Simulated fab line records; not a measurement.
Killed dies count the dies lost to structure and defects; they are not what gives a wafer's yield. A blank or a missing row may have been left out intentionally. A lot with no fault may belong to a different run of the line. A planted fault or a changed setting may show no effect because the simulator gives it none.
Split-lot study / flow n5_finfet / on a route of 1938 steps: 7 lots, 21 wafers read

== THE SPLIT ITSELF ==
At N5_BEOL_M14_ETCH_68 (etches SOC in N2/H2, time 450 s), the setting time_s was moved away from the recipe's 450 s on 9 of the 21 wafers read, by -21.3% to +19.8%. For the rest of the wafers, this setting stayed at what the recipe calls for.

The reading comes from the split's own step.

== THE READING ==
SiARC_of_BEOL_M14_COAT_66.thk_nm (the simulator's own value, which no gauge read), in nm, at N5_BEOL_M14_ETCH_68 (etches SOC in N2/H2, time 450 s). No usual value for it is given in the file. Here, 12 wafers ran the recipe; their average is 65.5 nm with a standard deviation of 0.83 nm.

wafer=L079.1; tool, chamber at the split=rie_diel-01, 0,2; time_s as run, s=356.7; against the recipe=-20.7%; SiARC_of_BEOL_M14_COAT_66.thk_nm, nm=74.8; against lot-mates on the recipe=+10.8
wafer=L079.5; tool, chamber at the split=rie_diel-01, 0,2; time_s as run, s=356.7; against the recipe=-20.7%; SiARC_of_BEOL_M14_COAT_66.thk_nm, nm=74.8; against lot-mates on the recipe=+10.8
wafer=L079.6; tool, chamber at the split=rie_diel-01, 3; time_s as run, s=450; against the recipe=recipe; SiARC_of_BEOL_M14_COAT_66.thk_nm, nm=64; against lot-mates on the recipe=-
wafer=L081.1; tool, chamber at the split=rie_diel-04, 3; time_s as run, s=450; against the recipe=recipe; SiARC_of_BEOL_M14_COAT_66.thk_nm, nm=66.2; against lot-mates on the recipe=-
wafer=L081.2; tool, chamber at the split=rie_diel-04, 1; time_s as run, s=539.2; against the recipe=+19.8%; SiARC_of_BEOL_M14_COAT_66.thk_nm, nm=57; against lot-mates on the recipe=-8.8
wafer=L081.5; tool, chamber at the split=rie_diel-04, 1; time_s as run, s=450; against the recipe=recipe; SiARC_of_BEOL_M14_COAT_66.thk_nm, nm=65.4; against lot-mates on the recipe=-
wafer=L084.1; tool, chamber at the split=rie_diel-03, 1; time_s as run, s=450; against the recipe=recipe; SiARC_of_BEOL_M14_COAT_66.thk_nm, nm=66.2; against lot-mates on the recipe=-
wafer=L084.2; tool, chamber at the split=rie_diel-03, 3; time_s as run, s=510.3; against the recipe=+13.4%; SiARC_of_BEOL_M14_COAT_66.thk_nm, nm=59.4; against lot-mates on the recipe=-6.8
wafer=L084.4; tool, chamber at the split=rie_diel-03, 2; time_s as run, s=510.3; against the recipe=+13.4%; SiARC_of_BEOL_M14_COAT_66.thk_nm, nm=60.2; against lot-mates on the recipe=-6.0
wafer=L087.2; tool, chamber at the split=rie_diel-03, 2; time_s as run, s=450; against the recipe=recipe; SiARC_of_BEOL_M14_COAT_66.thk_nm, nm=66.8; against lot-mates on the recipe=-
wafer=L087.3; tool, chamber at the split=rie_diel-03, 1; time_s as run, s=450; against the recipe=recipe; SiARC_of_BEOL_M14_COAT_66.thk_nm, nm=66.4; against lot-mates on the recipe=-
wafer=L087.4; tool, chamber at the split=rie_diel-03, 3; time_s as run, s=450; against the recipe=recipe; SiARC_of_BEOL_M14_COAT_66.thk_nm, nm=65.8; against lot-mates on the recipe=-
wafer=L091.2; tool, chamber at the split=rie_diel-04, 2; time_s as run, s=354.2; against the recipe=-21.3%; SiARC_of_BEOL_M14_COAT_66.thk_nm, nm=74.8; against lot-mates on the recipe=+9.4
wafer=L091.3; tool, chamber at the split=rie_diel-04, 3; time_s as run, s=354.2; against the recipe=-21.3%; SiARC_of_BEOL_M14_COAT_66.thk_nm, nm=75.4; against lot-mates on the recipe=+10.0
wafer=L091.5; tool, chamber at the split=rie_diel-04, 2; time_s as run, s=450; against the recipe=recipe; SiARC_of_BEOL_M14_COAT_66.thk_nm, nm=65.4; against lot-mates on the recipe=-
wafer=L093.2; tool, chamber at the split=rie_diel-01, 1; time_s as run, s=450; against the recipe=recipe; SiARC_of_BEOL_M14_COAT_66.thk_nm, nm=64.4; against lot-mates on the recipe=-
wafer=L093.4; tool, chamber at the split=rie_diel-01, 2; time_s as run, s=450; against the recipe=recipe; SiARC_of_BEOL_M14_COAT_66.thk_nm, nm=66; against lot-mates on the recipe=-
wafer=L093.6; tool, chamber at the split=rie_diel-01, 3; time_s as run, s=450; against the recipe=recipe; SiARC_of_BEOL_M14_COAT_66.thk_nm, nm=64.6; against lot-mates on the recipe=-
wafer=L096.1; tool, chamber at the split=rie_diel-03, 0; time_s as run, s=387.1; against the recipe=-14.0%; SiARC_of_BEOL_M14_COAT_66.thk_nm, nm=72; against lot-mates on the recipe=+7.0
wafer=L096.2; tool, chamber at the split=rie_diel-03, 3; time_s as run, s=387.1; against the recipe=-14.0%; SiARC_of_BEOL_M14_COAT_66.thk_nm, nm=71.8; against lot-mates on the recipe=+6.8
wafer=L096.5; tool, chamber at the split=rie_diel-03, 3; time_s as run, s=450; against the recipe=recipe; SiARC_of_BEOL_M14_COAT_66.thk_nm, nm=65; against lot-mates on the recipe=-
When a row names more than one chamber, that row covers several wafers, and the file does not tell which wafer ran in which chamber.

THE FIT
A straight line over all 21 wafers: SiARC_of_BEOL_M14_COAT_66.thk_nm changes by -0.443 nm for each +1% of time_s; r = -0.99; the points scatter about the line by 0.69 nm.
The same after taking each lot's own level away (the mean of its wafers on the recipe; 21 wafers): -0.479 nm for each +1%; r = -1.00; scatter 0.53 nm.
The reading moves by 10 nm for the largest change in time_s, on that fit.
The span of the lots' own levels, 64.00 to 66.33 nm, comes to 2.8 times the standard deviation stated above.
Consequently the slope shifts little with the lot-to-lot level, the two slopes agreeing.
Check: +10.5 nm against its lot-mates is what the line predicts for one of the wafers moved furthest among these (-21.3%) when that wafer is left out of the fit. Against them it came out at +9.4 nm.

== THESE WAFERS: OTHER SPLITS ==
Note: prior to the reading, these wafers also went through further splits. Each is held against what the fit with the lots' levels taken away leaves over:
other split on the same wafers=N5_BEOL_M10_SURFACE_TREAT_76 time_s; wafers away from the commonest value=as run: not given for these wafers; r with SiARC_of_BEOL_M14_COAT_66.thk_nm (lot level and that fit taken away)=-
other split on the same wafers=N5_BEOL_M13_EXPOSE_25 dose_mj; wafers away from the commonest value=7; r with SiARC_of_BEOL_M14_COAT_66.thk_nm (lot level and that fit taken away)=+0.15
other split on the same wafers=N5_BEOL_M13_DEVELOP_27 develop_time_s; wafers away from the commonest value=6; r with SiARC_of_BEOL_M14_COAT_66.thk_nm (lot level and that fit taken away)=-0.16

== THE FILE'S OWN FIT ==
SiARC_of_BEOL_M14_COAT_66.thk_nm changes by -0.477 nm for each +1% of time_s, r = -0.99.
